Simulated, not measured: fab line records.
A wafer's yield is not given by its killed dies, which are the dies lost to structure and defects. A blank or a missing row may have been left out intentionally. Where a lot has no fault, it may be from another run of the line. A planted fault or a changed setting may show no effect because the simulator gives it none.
fab line records	flow n5Finfet
record lots=6	wafers=18	lastDay=19
route steps=1938 shown BEOL_M2@877 BEOL_M4@1111 PASSIVATION@1936
lots that met no fault: taken from a fault-free run of the same line
startH: hours from the record's opening day to when the first of the lot's shown wafers began	waitH: hours from the lot's prior step to this one	" the same as in the row above	L1.1+2: one row covering several wafers at once	- no value, or no start given	* or withheld: withheld	< > ~ a bound
route shown NAME@n: NAME is a module with steps in the file, n the number in the route of the first one	usual: mean/standard deviation taken from wafers without a fault	same: alike in all rows	chamber/n: place in a boat	sites: the reading at each site	_std_site: how widely they spread, as a standard deviation	_edge_site: inner sites' mean taken away from outer sites' mean	radiusMm: for every site, how far away it sits from the centre of the wafer	mask NAME#n: copy n	behind: the most recent tool/chamber to have shaped the wafer	hold: reason for holding the lot/hours on hold/outcome of the hold	device: whichever transistor did not switch (one of n, p or np)	end of line: the same wafers' tests at the end of the route	where a step has no rows: the recipe by itself	killed: at the first sort, the dies lost to defects and structure; wafer yield is something else	map: a wafer's dies, marking killed ones x, the rest . and places with no die _
set.NAME: setting as actually run; set.NAME@STEP: the setting as run at that earlier step	model.NAME: the simulator's own value behind a step, which no gauge read
lots at selected steps of the route; one table per step, one row per wafer
services: from which hour (startH, from the record's first day; less than 0 if before it) a tool's chamber was out of use, for how many hours, and why
## steps
# step N5_BEOL_M2_OVL_MEAS_29
# recipe pointsPerWafer=522
# usual V1_OVL=-0.4/0.62
lot.wafer	tool	chamber	startH	waitH	V1_OVL[nm]
L936.2	overlay-01	0	196.72	0.0	0.4
L936.3	"	0	"	"	0.5
L936.6	"	0	"	"	0.7
L938.2	overlay-01	0	201.07	0.0	-0.1
L938.5	"	0	"	"	-0.3
L938.6	"	0	"	"	-0.6
L950.1	overlay-02	0	257.02	0.0	0.1
L950.2	"	0	"	"	0.2
L950.3	"	0	"	"	0.6
L951.3	overlay-01	0	263.36	0.0	-1.3
L951.5	"	0	"	"	-0.3
L951.6	"	0	"	"	-0.8
L952.1	overlay-02	0	268.18	0.0	-0.5
L952.3	"	0	"	"	-0.1
L952.4	"	0	"	"	-0.8
L953.1	overlay-02	0	281.31	0.0	-0.4
L953.3	"	0	"	"	-0.1
L953.5	"	0	"	"	1.0
# step N5_BEOL_M2_INSPECT_30
# recipe mode=adi	inspectInstrument=brightfield
# usual rawDefectCount=394/87
lot.wafer	tool	chamber	startH	waitH	rawDefectCount
L936.2	defectInspect-02	-	196.78	0.0	416
L936.3	"	-	"	"	306
L936.6	"	-	"	"	325
L938.2	defectInspect-02	-	201.12	0.0	317
L938.5	"	-	"	"	189
L938.6	"	-	"	"	376
L950.1	defectInspect-01	-	257.08	0.1	275
L950.2	"	-	"	"	281
L950.3	"	-	"	"	238
L951.3	defectInspect-02	-	263.41	0.0	491
L951.5	"	-	"	"	281
L951.6	"	-	"	"	304
L952.1	defectInspect-02	-	268.24	0.1	319
L952.3	"	-	"	"	418
L952.4	"	-	"	"	252
L953.1	defectInspect-02	-	281.37	0.1	527
L953.3	"	-	"	"	514
L953.5	"	-	"	"	475
# step N5_BEOL_M2_DESCUM_33
# recipe chemistry=O2	timeS=7	sourcePowerW=50	biasPowerW=20	pressureMtorr=20	rfFrequencyHz=2.712e+07	tempC=40	resist=CAR-EUV	o2FlowSccm=225
# step N5_BEOL_M2_ETCH_77
# recipe chemistry=N2/H2	target=underlayer	targetDepthA=65	maskMaterial=CAR-EUV	timeS=5.2	ionEnergyEv=200	pressureMtorr=30	sourceW=840	biasW=150	n2FlowSccm=200	h2FlowSccm=200	ends=cleared
# step N5_BEOL_M2_ETCH_69
# recipe chemistry=CF4	target=SiARC	targetDepthA=156	maskMaterial=CAR-EUV	timeS=26	ionEnergyEv=80	pressureMtorr=40	sourceW=545	biasW=36	Ar_flow_sccm=100	cf4FlowSccm=100	ends=cleared
# usual drypumpMotorCurrentA=5.7/0.37	etchRfOnTimeS=25.8/1.1	oesProductAu=0.68/0.072	rfVppV=184.4/1.2	showerheadPlenumPTorr=2.16/0.066	throttleValvePct=15.60/0.21
lot.wafer	tool	chamber	startH	waitH	drypumpMotorCurrentA	etchRfOnTimeS	oesProductAu	rfHoursCounterH	rfVppV	showerheadPlenumPTorr	throttleValvePct
L936.2	rieDiel-03	3	196.86	0.0	5.9	27.3	0.77	14	183.1	2.19	15.61
L936.3	"	2	"	"	5.2	25.5	0.76	24	185.0	2.19	15.34
L936.6	"	3	"	"	5.9	27.5	0.77	-	186.5	2.19	15.61
L938.2	rieDiel-02	3	201.20	0.0	5.6	26.4	0.60	203	182.2	2.03	15.83
L938.5	"	1	"	"	5.4	24.4	0.75	-	185.6	2.18	15.31
L938.6	"	0	"	"	6.3	24.6	0.76	-	184.6	2.23	15.32
L950.1	rieDiel-02	1	257.24	0.0	5.4	24.4	0.73	73	185.0	2.17	15.35
L950.2	"	3	"	"	5.6	26.4	0.58	228	183.3	2.03	15.88
L950.3	"	0	"	"	6.3	24.8	0.73	69	184.8	2.23	15.39
L951.3	rieDiel-05	0	263.49	0.0	5.7	25.2	0.61	232	186.1	2.18	15.66
L951.5	"	0	"	"	5.7	25.2	0.62	-	185.2	2.18	15.64
L951.6	"	1	"	"	5.9	25.2	0.70	-	183.8	2.07	15.53
L952.1	rieDiel-05	3	268.73	0.0	5.4	28.1	0.57	238	184.2	2.22	16.03
L952.3	"	0	"	"	5.7	25.5	0.60	234	186.1	2.18	15.63
L952.4	"	2	"	"	6.6	26.3	0.69	78	182.9	2.08	15.75
L953.1	rieDiel-03	3	281.47	0.0	5.9	26.5	0.73	43	185.6	2.18	15.68
L953.3	"	2	"	"	5.2	25.0	0.73	55	183.8	2.18	15.41
L953.5	"	1	"	"	5.4	26.3	0.78	-	184.5	2.20	15.53
# step N5_BEOL_M2_ALD_98
# recipe material=SiO2	targetThkA=25	tempC=100	aldPrecursorFamily=BDEAS	aldCoReactant=O2-plasma	pulseTimeS=1	coReactantPulseTimeS=1	purgeTimeS=2	coReactantPurgeTimeS=2	aldCycles=17	pressureTorr=2
# usual heaterPowerW=77/5.8	precursorPulseHeightRel=1.001/0.019	susceptorTempC=100.01/0.13
# same aldCycles=17
lot.wafer	tool	chamber	startH	waitH	heaterPowerW	precursorPulseHeightRel	susceptorTempC
L936.2	aldSin-02	0	196.94	0.1	82	0.986	99.87
L936.3	"	3	"	"	75	1.001	99.91
L936.6	"	2	"	"	69	1.024	100.26
L938.2	aldSin-01	3	201.29	0.1	84	1.002	99.93
L938.5	"	0	"	"	74	0.999	100.28
L938.6	"	1	"	"	78	0.994	100.13
L950.1	aldSin-01	2	257.32	0.1	72	1.007	99.99
L950.2	"	0	"	"	73	1.016	100.21
L950.3	"	1	"	"	81	1.002	99.99
L951.3	aldSin-01	1	263.66	0.1	78	0.979	99.98
L951.5	"	0	"	"	76	1.012	100.03
L951.6	"	1	"	"	78	1.018	100.03
L952.1	aldSin-01	2	269.39	0.6	72	1.004	99.83
L952.3	"	1	"	"	77	0.982	99.94
L952.4	"	3	"	"	85	1.007	100.08
L953.1	aldSin-03	2	281.56	0.1	90	1.008	100.00
L953.3	"	3	"	"	80	0.997	100.16
L953.5	"	3	"	"	77	0.967	100.12
# step N5_BEOL_M2_ETCHBACK_99
# recipe chemistry=CHF3	target=SiO2	targetDepthA=50	timeS=10.4	sourceW=215	biasW=47	Ar_flow_sccm=200	CHF3_flow_sccm=12	ionEnergyEv=100	pressureMtorr=30
# usual drypumpMotorCurrentA=5.7/0.38	oes_f_703_au=0.81/0.079	oesProductAu=0.81/0.081	rfVppV=243/6.5	showerheadPlenumPTorr=2.17/0.069	throttleValvePct=17.04/0.24
lot.wafer	tool	chamber	startH	waitH	drypumpMotorCurrentA	oes_f_703_au	oesProductAu	rfHoursCounterH	rfVppV	showerheadPlenumPTorr	throttleValvePct
L936.2	rieDiel-03	1	198.69	1.7	5.4	0.66	0.67	251	248	2.22	17.38
L936.3	"	2	"	"	5.2	0.90	0.90	24	235	2.20	16.83
L936.6	"	1	"	"	5.4	0.66	0.67	-	247	2.21	17.38
L938.2	rieDiel-05	3	217.97	16.6	5.4	0.68	0.69	217	253	2.24	17.44
L938.5	"	1	"	"	5.9	0.85	0.83	-	244	2.08	16.95
L938.6	"	2	"	"	6.6	0.82	0.84	-	240	2.10	17.18
L950.1	rieDiel-03	1	279.03	21.7	5.5	0.87	0.92	13	248	2.21	16.99
L950.2	"	3	"	"	5.9	0.83	0.85	42	247	2.19	17.19
L950.3	"	2	"	"	5.2	0.86	0.85	54	235	2.19	16.86
L951.3	rieDiel-03	1	288.56	24.9	5.5	0.86	0.92	18	250	2.21	17.03
L951.5	"	2	"	"	5.2	0.84	0.84	-	234	2.19	16.86
L951.6	"	1	"	"	5.5	0.87	0.92	-	249	2.21	17.02
L952.1	rieDiel-02	2	294.69	25.3	5.5	0.78	0.77	136	235	2.23	17.04
L952.3	"	3	"	"	5.6	0.68	0.68	242	247	2.04	17.44
L952.4	"	0	"	"	6.2	0.83	0.84	84	243	2.23	16.87
L953.1	rieDiel-05	0	296.00	14.4	5.6	0.73	0.70	241	239	2.20	17.10
L953.3	"	1	"	"	5.9	0.81	0.81	93	242	2.07	17.01
L953.5	"	1	"	"	5.9	0.80	0.81	-	244	2.07	17.00
# step N5_BEOL_M2_ETCH_70
# recipe chemistry=N2/H2	target=SOC	targetDepthA=800	overetchA=240	maskMaterial=SiARC	tempC=40	timeS=130	ionEnergyEv=200	pressureMtorr=30	sourceW=840	biasW=150	n2FlowSccm=200	h2FlowSccm=200
# usual drypumpMotorCurrentA=5.7/0.39	oesProductAu=0.59/0.053	rfVppV=524.9/2.6	showerheadPlenumPTorr=2.58/0.088	throttleValvePct=17.83/0.25
lot.wafer	tool	chamber	startH	waitH	drypumpMotorCurrentA	oesProductAu	rfHoursCounterH	rfVppV	showerheadPlenumPTorr	throttleValvePct
L936.2	rieDiel-03	1	198.73	0.0	5.5	0.52	251	525.7	2.62	18.10
L936.3	"	2	"	"	5.2	0.65	24	526.5	2.60	17.48
L936.6	"	1	"	"	5.4	0.51	-	525.2	2.61	18.12
L938.2	rieDiel-05	3	218.01	0.0	5.4	0.53	217	525.6	2.64	18.06
L938.5	"	1	"	"	5.9	0.61	-	522.8	2.46	17.77
L938.6	"	2	"	"	6.6	0.63	-	520.6	2.47	17.89
L950.1	rieDiel-03	1	279.06	0.0	5.5	0.68	13	525.1	2.61	17.76
L950.2	"	3	"	"	5.9	0.64	42	525.3	2.59	17.87
L950.3	"	2	"	"	5.2	0.61	54	524.8	2.58	17.52
L951.3	rieDiel-03	1	288.59	0.0	5.5	0.67	18	525.0	2.60	17.77
L951.5	"	2	"	"	5.2	0.62	-	523.6	2.58	17.55
L951.6	"	1	"	"	5.5	0.67	-	526.7	2.60	17.76
L952.1	rieDiel-02	2	294.72	0.0	5.5	0.57	136	527.2	2.65	17.91
L952.3	"	3	"	"	5.6	0.51	242	520.3	2.41	18.35
L952.4	"	0	"	"	6.2	0.60	84	527.7	2.66	17.56
L953.1	rieDiel-05	0	296.03	0.0	5.7	0.51	241	524.1	2.63	18.06
L953.3	"	1	"	"	5.9	0.59	93	522.7	2.45	17.81
L953.5	"	1	"	"	5.9	0.59	-	522.2	2.45	17.81
# step N5_BEOL_M2_STRIP_71
# recipe chemistry=N2/H2	tempC=40	n2FlowSccm=200	h2FlowSccm=200	rfFrequencyHz=6e+07
# step N5_BEOL_M2_STRIP_78
# recipe chemistry=N2/H2	tempC=40	n2FlowSccm=200	h2FlowSccm=200	rfFrequencyHz=6e+07
# step N5_BEOL_M2_VIA_ETCH_34
# recipe chemistry=C4F6/O2	targetDepthA=694	maskMaterial=SOC	pressureMtorr=15	ionEnergyEv=250	taperDeg=4	timeS=65.9	sourceW=350	biasW=170	Ar_flow_sccm=300	C4F6_flow_sccm=10	O2_flow_sccm=10
# usual drypumpMotorCurrentA=5.7/0.38	oes_f_703_au=0.81/0.084	oesProductAu=0.81/0.08	rfVppV=671/17	showerheadPlenumPTorr=2.87/0.087	throttleValvePct=30.7/0.34
lot.wafer	tool	chamber	startH	waitH	drypumpMotorCurrentA	oes_f_703_au	oesProductAu	rfHoursCounterH	rfVppV	showerheadPlenumPTorr	throttleValvePct
L936.2	rieDiel-03	1	198.83	0.0	5.4	0.66	0.67	251	687	2.92	30.9
L936.3	"	2	"	"	5.2	0.90	0.90	25	649	2.90	30.3
L936.6	"	1	"	"	5.4	0.66	0.67	-	686	2.92	30.8
L938.2	rieDiel-05	3	218.11	0.0	5.4	0.67	0.69	217	702	2.96	31.1
L938.5	"	1	"	"	5.9	0.84	0.84	-	673	2.75	30.6
L938.6	"	2	"	"	6.6	0.83	0.85	-	662	2.78	31.0
L950.1	rieDiel-03	1	279.17	0.0	5.4	0.87	0.93	14	687	2.91	30.9
L950.2	"	3	"	"	5.9	0.82	0.86	42	684	2.90	31.1
L950.3	"	2	"	"	5.2	0.86	0.85	54	649	2.89	30.4
L951.3	rieDiel-03	1	288.70	0.0	5.4	0.86	0.93	18	686	2.91	30.9
L951.5	"	2	"	"	5.2	0.84	0.84	-	649	2.89	30.4
L951.6	"	1	"	"	5.4	0.86	0.91	-	687	2.91	30.9
L952.1	rieDiel-02	2	294.83	0.0	5.5	0.79	0.77	136	650	2.94	30.5
L952.3	"	3	"	"	5.7	0.69	0.68	242	680	2.70	31.3
L952.4	"	0	"	"	6.2	0.85	0.83	84	674	2.95	30.4
L953.1	rieDiel-05	0	296.14	0.0	5.6	0.74	0.70	241	657	2.90	30.6
L953.3	"	1	"	"	5.9	0.81	0.80	93	672	2.74	30.7
L953.5	"	1	"	"	5.9	0.81	0.81	-	672	2.74	30.7
# step N5_BEOL_M2_STRIP_83
# recipe chemistry=C4F6/O2	resist=SiARC	rfFrequencyHz=6e+07
# step N5_BEOL_M2_STRIP_36
# recipe chemistry=N2/H2	powerW=450	tempC=40	pressureMtorr=20	rfFrequencyHz=6e+07	overashFraction=0.3	biasPowerW=7	h2Frac=0.5	n2FlowSccm=200	h2FlowSccm=200
# usual chamberPressureMTorr=20.00/0.031	drypumpMotorCurrentA=5.7/0.38	oesProductAu=0.81/0.083	rfVppV=59.1/1.5	showerheadPlenumPTorr=2.57/0.089	throttleValvePct=23.7/0.35
lot.wafer	tool	chamber	startH	waitH	chamberPressureMTorr	drypumpMotorCurrentA	oesProductAu	rfHoursCounterH	rfVppV	showerheadPlenumPTorr	throttleValvePct
L936.2	rieDiel-03	1	198.89	0.0	20.00	5.5	0.70	251	59.5	2.61	23.9
L936.3	"	2	"	"	20.01	5.2	0.90	25	57.4	2.59	23.2
L936.6	"	1	"	"	20.01	5.5	0.68	-	57.4	2.61	23.8
L938.2	rieDiel-05	3	218.17	0.0	19.99	5.4	0.71	217	58.8	2.63	23.8
L938.5	"	1	"	"	19.98	5.9	0.85	-	58.7	2.46	23.7
L938.6	"	2	"	"	19.99	6.6	0.86	-	61.4	2.47	23.7
L950.1	rieDiel-03	1	279.23	0.0	14.00	5.4	0.96	14	59.7	2.60	23.7
L950.2	"	3	"	"	20.07	5.9	0.89	42	58.0	2.58	23.8
L950.3	"	2	"	"	19.99	5.2	0.84	54	61.2	2.58	23.2
L951.3	rieDiel-03	1	288.76	0.0	13.99	5.4	0.93	18	58.5	2.60	23.7
L951.5	"	2	"	"	20.04	5.2	0.83	-	58.8	2.58	23.2
L951.6	"	1	"	"	13.99	5.4	0.94	-	61.9	2.60	23.7
L952.1	rieDiel-02	2	294.89	0.0	20.03	5.5	0.76	136	60.2	2.65	23.8
L952.3	"	3	"	"	20.02	5.6	0.67	242	59.7	2.41	24.5
L952.4	"	0	"	"	19.99	6.3	0.83	84	56.9	2.66	23.2
L953.1	rieDiel-05	0	296.20	0.0	19.97	5.6	0.68	241	60.5	2.63	23.9
L953.3	"	1	"	"	19.98	5.9	0.80	93	56.9	2.45	23.7
L953.5	"	1	"	"	20.04	5.9	0.79	-	58.9	2.45	23.7
# step N5_BEOL_M2_TRENCH_ETCH_37
# recipe chemistry=C4F6/O2	targetDepthA=555.55	target=SiOC	timeS=29.2	ionEnergyEv=250	pressureMtorr=30	sourceW=355	biasW=185	Ar_flow_sccm=300	C4F6_flow_sccm=10	O2_flow_sccm=10
# step N5_BEOL_M4_RC_MEAS_101
# usual DIBL_N=36.1/2.5	DIBL_P=36/3.3	IOFF_N=0.16/0.046	IOFF_P=0.20/0.051	ION_N=676/16	ION_P=462/11	SS_N=71.6/0.87	SS_P=73.2/0.86	VT_N=251/4.4	VT_P=-252/4.6
lot.wafer	tool	chamber	startH	waitH	DIBL_N[mV/V]	DIBL_P[mV/V]	IOFF_N[nA/um]	IOFF_P[nA/um]	ION_N[uA/um]	ION_P[uA/um]	SS_N[mV/dec]	SS_P[mV/dec]	VT_N[mV]	VT_P[mV]
L936.2	prober-02	0	247.93	0.2	39.6	42	0.22	0.23	684	461	72.1	74.5	248	-252
L936.3	"	0	"	"	32.7	33	0.10	0.12	658	452	70.4	73.0	255	-262
L936.6	"	0	"	"	34.0	35	0.11	0.14	654	447	70.1	73.1	255	-261
L938.2	prober-02	0	263.07	0.2	33.6	33	0.12	0.16	670	462	70.8	72.7	253	-253
L938.5	"	0	"	"	36.1	37	0.16	0.21	692	474	71.3	73.6	250	-250
L938.6	"	0	"	"	36.9	38	0.16	0.22	677	462	71.3	73.2	251	-249
L953.1	prober-02	0	320.32	0.0	34.4	33	0.13	0.18	665	458	71.2	72.2	252	-250
L953.3	"	0	"	"	34.8	34	0.15	0.19	687	472	70.5	73.1	249	-251
L953.5	"	0	"	"	36.1	35	0.17	0.21	674	463	71.0	73.3	246	-249
L950.1	prober-02	0	327.35	0.0	35.7	32	0.16	0.18	658	453	72.9	71.8	251	-250
L950.2	"	0	"	"	33.7	33	0.12	0.18	676	468	70.4	71.8	253	-250
L950.3	"	0	"	"	37.2	38	0.20	0.27	698	480	71.8	74.4	245	-244
L951.3	prober-02	0	335.39	0.3	37.6	39	0.17	0.28	681	480	71.7	73.8	248	-241
L951.5	"	0	"	"	35.5	35	0.14	0.20	650	454	71.9	72.3	255	-249
L951.6	"	0	"	"	41.5	43	0.26	0.36	697	485	72.4	75.0	246	-240
L952.1	prober-01	0	338.58	0.0	36.7	37	0.15	0.23	673	473	71.3	73.0	253	-248
L952.3	"	0	"	"	37.5	38	0.16	0.25	672	464	72.2	73.6	250	-249
L952.4	"	0	"	"	36.4	37	0.15	0.23	672	471	72.6	73.7	251	-249
# step N5_PASSIVATION_PROBE_49
# usual defectLimitedYield=91.0/1.4	killed_at_M0_to_M3=34/10	killed_at_M4_up=15/5.5	killedAtContacts=12/6.1	killedAtFrontEnd=41/12	killedAtOther=4/3.4	killedDies=106/17	killedOpen=70/13	killedShort=34/7.4	sort_bin_4_leakage=0.01/0.065	sort_bin_5_function=5.3/1	sort_bin_6_memory=3.4/0.69	sortNPass=1073/17	sortYieldPct=91.0/1.4
# same grossDies=1180	killedAtBackSide=0	sort_bin_8_speed[%]=0
lot.wafer	tool	chamber	startH	waitH	defectLimitedYield[%]	killed_at_M0_to_M3	killed_at_M4_up	killedAtContacts	killedAtFrontEnd	killedAtOther	killedDies	killedOpen	killedShort	sort_bin_4_leakage[%]	sort_bin_5_function[%]	sort_bin_6_memory[%]	sortNPass	sortYieldPct[%]
L936.2	prober-01	-	351.26	0.1	92.7	24	13	5	38	6	86	56	30	0	4.7	2.4	1094	92.7
L936.3	prober-01	-	351.31	0.1	90.0	25	18	15	57	3	118	78	38	0	6.1	3.6	1062	90.0
L936.6	prober-01	-	351.46	0.3	90.8	22	11	18	51	7	109	68	41	0	5.5	3.4	1071	90.8
L938.2	prober-01	-	383.94	0.1	91.1	34	20	9	28	14	105	72	32	0	5.2	3.5	1075	91.1
L938.5	prober-01	-	384.09	0.2	92.5	24	14	13	32	5	88	61	25	0	4.2	2.8	1092	92.5
L938.6	prober-01	-	384.14	0.3	90.1	42	16	12	42	5	117	72	42	0	5.2	4.2	1063	90.1
L950.1	prober-02	-	436.02	0.0	91.9	13	29	8	36	9	95	58	29	0	4.3	2.9	1085	91.9
L950.2	prober-02	-	436.07	0.1	91.2	33	20	6	44	1	104	69	35	0	5.2	3.5	1076	91.2
L950.3	prober-02	-	436.12	0.1	91.4	20	20	10	50	2	102	69	32	0	5.3	2.9	1078	91.4
L951.3	prober-01	-	448.26	0.1	93.5	20	14	14	27	2	77	45	30	0	4.2	2.0	1103	93.5
# killed by level:class
L936.2 FIN_SAQP:geometricParticle:open=9 BEOL_M0_SAQP:geometricParticle:open=9 BEOL_M4:geometricParticle:open=9 BEOL_M0_SAQP:geometricParticle:short=8 STI_FIN_REVEAL:geometricParticle:open=7 FIN_SAQP:geometricParticle:short=6 MOL_CONTACT_COAG:geometricParticle:open=5 GATE_CUT:geometricParticle:short=3
L936.3 STI_FIN_REVEAL:geometricParticle:open=20 BEOL_M4:geometricParticle:open=12 FIN_SAQP:geometricParticle:open=11 MOL_CONTACT_COAG:geometricParticle:open=11 GATE_CUT:geometricParticle:short=8 STI_FIN_REVEAL:geometricParticle:short=5 BEOL_M0_SAQP:geometricParticle:open=5 BEOL_M0_SAQP:geometricParticle:short=5
L936.6 MOL_CONTACT_COAG:geometricParticle:open=14 FIN_SAQP:geometricParticle:open=9 STI_FIN_REVEAL:geometricParticle:open=9 BEOL_M0_SAQP:geometricParticle:open=8 BEOL_M0_SAQP:geometricParticle:short=8 FIN_SAQP:geometricParticle:short=6 STI_FIN_REVEAL:geometricParticle:short=6 GATE_CUT:geometricParticle:short=6
L938.2 BEOL_M0_SAQP:geometricParticle:short=10 BEOL_M0_SAQP:geometricParticle:open=10 BEOL_M4:geometricParticle:open=10 MOL_CONTACT_COAG:geometricParticle:open=9 BEOL_M0:geometricParticle:open=6 BEOL_M2:geometricParticle:open=6 STI_FIN_REVEAL:geometricParticle:open=5 FIN_SAQP:geometricParticle:short=4
L938.5 MOL_CONTACT_COAG:geometricParticle:open=10 STI_FIN_REVEAL:geometricParticle:open=7 ILD0:geometricParticle:open=7 BEOL_M0_SAQP:geometricParticle:short=6 BEOL_M4:geometricParticle:open=6 STARTING-WAFER:geometricParticle:open=6 BEOL_M2:geometricParticle:open=5 BEOL_M0_SAQP:geometricParticle:open=4
L938.6 STI_FIN_REVEAL:geometricParticle:open=13 BEOL_M0_SAQP:geometricParticle:open=12 BEOL_M0_SAQP:geometricParticle:short=11 FIN_SAQP:geometricParticle:open=8 MOL_CONTACT_COAG:geometricParticle:open=8 FIN_SAQP:geometricParticle:short=7 BEOL_M2:geometricParticle:open=5 BEOL_M4:geometricParticle:open=5
L950.1 BEOL_M4:geometricParticle:open=13 STI_FIN_REVEAL:geometricParticle:open=8 MOL_CONTACT_COAG:geometricParticle:open=7 HKMG_FIN:areaEtch=7 BEOL_M4:geometricParticle:short=6 FIN_SAQP:geometricParticle:open=4 FIN_SAQP:geometricParticle:short=4 BEOL_M0_SAQP:geometricParticle:open=4
L950.2 STI_FIN_REVEAL:geometricParticle:open=13 BEOL_M1:geometricParticle:open=11 BEOL_M4:geometricParticle:open=10 FIN_SAQP:geometricParticle:short=8 FIN_SAQP:geometricParticle:open=8 MOL_CONTACT_COAG:geometricParticle:open=6 BEOL_M2:geometricParticle:open=6 STI_FIN_REVEAL:geometricParticle:short=5
L950.3 STI_FIN_REVEAL:geometricParticle:open=15 FIN_SAQP:geometricParticle:open=10 MOL_CONTACT_COAG:geometricParticle:open=8 GATE_CUT:geometricParticle:short=7 BEOL_M3:geometricParticle:open=7 BEOL_M4:geometricParticle:open=7 FIN_SAQP:geometricParticle:short=5 BEOL_M4:geometricParticle:short=5
L951.3 MOL_CONTACT_COAG:geometricParticle:open=9 FIN_SAQP:geometricParticle:short=8 BEOL_M0_SAQP:geometricParticle:open=8 MOL_CONTACT_COAG:geometricParticle:short=5 FIN_SAQP:geometricParticle:open=4 STI_FIN_REVEAL:geometricParticle:open=3 BEOL_M0_SAQP:geometricParticle:short=3 STARTING-WAFER:geometricParticle:short=3
## services
tool	chamber	startH	hours	kind
aldSin-02	2	174.87	1.4	repair
aldSin-02	1	175.26	2.0	repair
aldSin-03	-	177.10	14.0	pm
aldSin-03	0	177.10	14.0	ventCycle
aldSin-03	1	177.10	14.0	ventCycle
aldSin-03	2	177.10	14.0	ventCycle
aldSin-03	3	177.10	14.0	ventCycle
aldSin-03	0	191.10	-	clean
aldSin-03	1	191.10	-	clean
aldSin-03	2	191.10	-	clean
aldSin-03	3	191.10	-	clean
aldSin-02	-	205.20	0.9	repair
rieDiel-03	1	217.54	1.5	repair
rieDiel-03	1	219.15	-	clean
rieDiel-03	1	219.15	-	consumableReplace:focusRing
aldSin-01	-	223.77	0.8	pm
rieDiel-03	-	232.52	14.6	pm
aldSin-01	-	237.82	6.0	pm
rieDiel-02	1	243.33	2.4	repair
aldSin-01	1	245.44	4.0	repair
rieDiel-03	-	251.20	0.3	repair
aldSin-02	-	268.31	14.0	pm
aldSin-02	0	268.31	14.0	ventCycle
rieDiel-05	3	293.58	5.8	repair
## key
firstSign step=N5_BEOL_M2_STRIP_36	reading=chamberPressureMTorr	direction=down	sigmas=99+	usual=*	struck=*
effect none on later readings
metAt N5_BEOL_M2_STRIP_36
struckWafers L950.1,L951.3,L951.6
onsetBetween 198.89 279.23
fault kind=processParameterDrift	tool=rieDiel-03	chamber=1	onsetH=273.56	steps=N5_BEOL_M2_STRIP_36	channel=pressureMtorr	offset=*	shape=step	endH=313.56	actsIn=*	stated=*
